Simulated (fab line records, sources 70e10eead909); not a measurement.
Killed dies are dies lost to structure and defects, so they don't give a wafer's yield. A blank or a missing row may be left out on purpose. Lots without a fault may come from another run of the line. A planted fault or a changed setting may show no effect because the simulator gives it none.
Which tool did it? | flow nand_harc | 6 lots, 18 wafers sampled, at 2 steps of a route of 1159

WHAT THE GAUGES READ, wafer by wafer
NHARC_A_BONDPAD_THK_MEAS_20: measures by xrf.
lot  | measured     | on            | thk_nm (nm)
L617 | day 18 07:40 | film_metro-02 | 169.5 168.2 168.1
L620 | day 18 08:36 | film_metro-02 | 165.9 167.0 168.3
L630 | day 21 09:50 | film_metro-01 | 172.2 172.2 170.0
L632 | day 22 05:55 | film_metro-01 | 170.8 168.8 168.8
L638 | day 23 14:31 | film_metro-02 | 169.8 169.9 171.5
L640 | day 24 01:13 | film_metro-01 | 169.3 167.7 169.4

WHICH TOOL RAN EACH LOT (tool, then ch and the chambers of the sampled wafers, then the start)
lot  | NHARC_P_BONDPAD_PVD_27
L617 | pvd_sputter-01, day 6 14:03
L620 | pvd_sputter-01, day 7 01:10
L630 | pvd_sputter-01, day 9 11:51
L632 | pvd_sputter-03, day 10 03:27
L638 | pvd_sputter-03, day 11 10:37
L640 | pvd_sputter-02, day 12 10:01
- NHARC_P_BONDPAD_PVD_27: deposits Cu, target thk 30 nm, time 20.49 s.

THE ANSWER, worked out from the rows above alone
Rule: what is usual is taken from the lots themselves. Put in order of their means at a reading, lots are off if they are a third of the lots or fewer, leave a main group of 4 or more, and stand apart from it by a gap of 3 or more times the standard deviation of the main group's means; of several such gaps the widest counts. A main group whose means are all the same, to the digits that the tables above print for the reading, isn't used. A lot without any number at a reading at which 4 lots or more have one is off too. The other lots that the step has rows for count as sound.
No lot is off at any reading shown: from this, nothing can be told.

WHAT THE SIMULATOR HAD PUT IN
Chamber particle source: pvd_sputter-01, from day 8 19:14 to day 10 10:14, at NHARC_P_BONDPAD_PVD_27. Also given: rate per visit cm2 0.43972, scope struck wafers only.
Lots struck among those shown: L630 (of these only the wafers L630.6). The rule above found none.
